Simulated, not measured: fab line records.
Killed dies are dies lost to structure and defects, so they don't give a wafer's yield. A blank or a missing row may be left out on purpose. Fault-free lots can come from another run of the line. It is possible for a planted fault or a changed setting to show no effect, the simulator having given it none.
Matching of chambers :: flow n5-finfet :: N5_BEOL_M0_SAQP_PECVD_04 on pecvd-02 has 3 sister chambers
The step deposits a-Si from SiH4/He, target thk 60 nm, time 60.2 s. 20 wafers are shown with their chamber, then 10 later ones without.

WAFERS PAIRED WITH THEIR CHAMBERS
wafer: L077.1
chamber: 0
showerhead-plenum-p-Torr (Torr): 5.74
throttle-valve-pct (%): 18.4
heater-power-w (W): 665

wafer: L077.2
chamber: 2
showerhead-plenum-p-Torr (Torr): 5.66
throttle-valve-pct (%): 17.8
heater-power-w (W): 639

wafer: L077.3
chamber: 1
showerhead-plenum-p-Torr (Torr): 5.74
throttle-valve-pct (%): 17.6
heater-power-w (W): 591

wafer: L077.4
chamber: 1
showerhead-plenum-p-Torr (Torr): 5.73
throttle-valve-pct (%): 17.5
heater-power-w (W): 598

wafer: L077.5
chamber: 0
showerhead-plenum-p-Torr (Torr): 5.73
throttle-valve-pct (%): 18.3
heater-power-w (W): 692

wafer: L077.6
chamber: 2
showerhead-plenum-p-Torr (Torr): 5.65
throttle-valve-pct (%): 17.4
heater-power-w (W): 652

wafer: L078.1
chamber: 1
showerhead-plenum-p-Torr (Torr): 5.73
throttle-valve-pct (%): 17.6
heater-power-w (W): 610

wafer: L078.2
chamber: 2
showerhead-plenum-p-Torr (Torr): 5.65
throttle-valve-pct (%): 17.7
heater-power-w (W): 589

wafer: L078.5
chamber: 2
showerhead-plenum-p-Torr (Torr): 5.64
throttle-valve-pct (%): 17.5
heater-power-w (W): 603

wafer: L080.1
chamber: 1
showerhead-plenum-p-Torr (Torr): 5.73
throttle-valve-pct (%): 17.5
heater-power-w (W): 605

wafer: L080.3
chamber: 2
showerhead-plenum-p-Torr (Torr): 5.66
throttle-valve-pct (%): 17.6
heater-power-w (W): 660

wafer: L080.5
chamber: 2
showerhead-plenum-p-Torr (Torr): 5.66
throttle-valve-pct (%): 17.7
heater-power-w (W): 666

wafer: L086.1
chamber: 2
showerhead-plenum-p-Torr (Torr): 5.65
throttle-valve-pct (%): 17.9
heater-power-w (W): 587

wafer: L086.3
chamber: 1
showerhead-plenum-p-Torr (Torr): 5.72
throttle-valve-pct (%): 17.5
heater-power-w (W): 612

wafer: L086.5
chamber: 0
showerhead-plenum-p-Torr (Torr): 5.75
throttle-valve-pct (%): 18.1
heater-power-w (W): 723

wafer: L090.3
chamber: 2
showerhead-plenum-p-Torr (Torr): 5.65
throttle-valve-pct (%): 17.9
heater-power-w (W): 612

wafer: L090.5
chamber: 2
showerhead-plenum-p-Torr (Torr): 5.65
throttle-valve-pct (%): 17.7
heater-power-w (W): 611

wafer: L090.6
chamber: 0
showerhead-plenum-p-Torr (Torr): 5.73
throttle-valve-pct (%): 18.8
heater-power-w (W): 728

wafer: L091.1
chamber: 2
showerhead-plenum-p-Torr (Torr): 5.67
throttle-valve-pct (%): 17.8
heater-power-w (W): 616

wafer: L091.4
chamber: 1
showerhead-plenum-p-Torr (Torr): 5.72
throttle-valve-pct (%): 17.4
heater-power-w (W): 551

SIGNATURES (means of the wafers above)
reading: showerhead-plenum-p-Torr
chamber 0: 5.7375
chamber 1: 5.7283
chamber 2: 5.6540
scatter within a chamber: 0.0084

reading: throttle-valve-pct
chamber 0: 18.400
chamber 1: 17.517
chamber 2: 17.700
scatter within a chamber: 0.176

reading: heater-power-w
chamber 0: 702.00
chamber 1: 594.50
chamber 2: 623.50
scatter within a chamber: 27.3
Rule: distance of a wafer from a chamber = root of the sum over the readings of ((wafer's reading minus chamber's mean) / reading's scatter) squared. The wafer belongs to the nearest chamber; if the next one is less than 2 further off, it can't be placed. How the scatter is found: for the shown wafers, subtract from each reading the mean of its chamber, square and add these, divide the total by (wafers less chambers), then take the root.

WAFERS MISSING THEIR CHAMBER
wafer: L091.5
showerhead-plenum-p-Torr (Torr): 5.66
throttle-valve-pct (%): 17.6
heater-power-w (W): 633

wafer: L092.4
showerhead-plenum-p-Torr (Torr): 5.74
throttle-valve-pct (%): 17.3
heater-power-w (W): 580

wafer: L092.5
showerhead-plenum-p-Torr (Torr): 5.72
throttle-valve-pct (%): 18.5
heater-power-w (W): 740

wafer: L092.6
showerhead-plenum-p-Torr (Torr): 5.67
throttle-valve-pct (%): 17.6
heater-power-w (W): 568

wafer: L097.1
showerhead-plenum-p-Torr (Torr): 5.66
throttle-valve-pct (%): 17.8
heater-power-w (W): 602

wafer: L097.3
showerhead-plenum-p-Torr (Torr): 5.72
throttle-valve-pct (%): 19.0
heater-power-w (W): 708

wafer: L097.5
showerhead-plenum-p-Torr (Torr): 5.66
throttle-valve-pct (%): 17.9
heater-power-w (W): 614

wafer: L096.1
showerhead-plenum-p-Torr (Torr): 5.74
throttle-valve-pct (%): 18.7
heater-power-w (W): 684

wafer: L096.5
showerhead-plenum-p-Torr (Torr): 5.72
throttle-valve-pct (%): 17.4
heater-power-w (W): 557

wafer: L096.6
showerhead-plenum-p-Torr (Torr): 5.74
throttle-valve-pct (%): 18.8
heater-power-w (W): 669

WHICH CHAMBER EACH ONE RAN IN
wafer: L091.5
from the rows above: 2
in truth: 2

wafer: L092.4
from the rows above: 1
in truth: 1

wafer: L092.5
from the rows above: 0
in truth: 0

wafer: L092.6
from the rows above: 2
in truth: 2

wafer: L097.1
from the rows above: 2
in truth: 2

wafer: L097.3
from the rows above: 0
in truth: 0

wafer: L097.5
from the rows above: 2
in truth: 2

wafer: L096.1
from the rows above: 0
in truth: 0

wafer: L096.5
from the rows above: 1
in truth: 1

wafer: L096.6
from the rows above: 0
in truth: 0
10 of 10 placed correctly. Number that these rows cannot place: 0. Placed wrongly: 0.
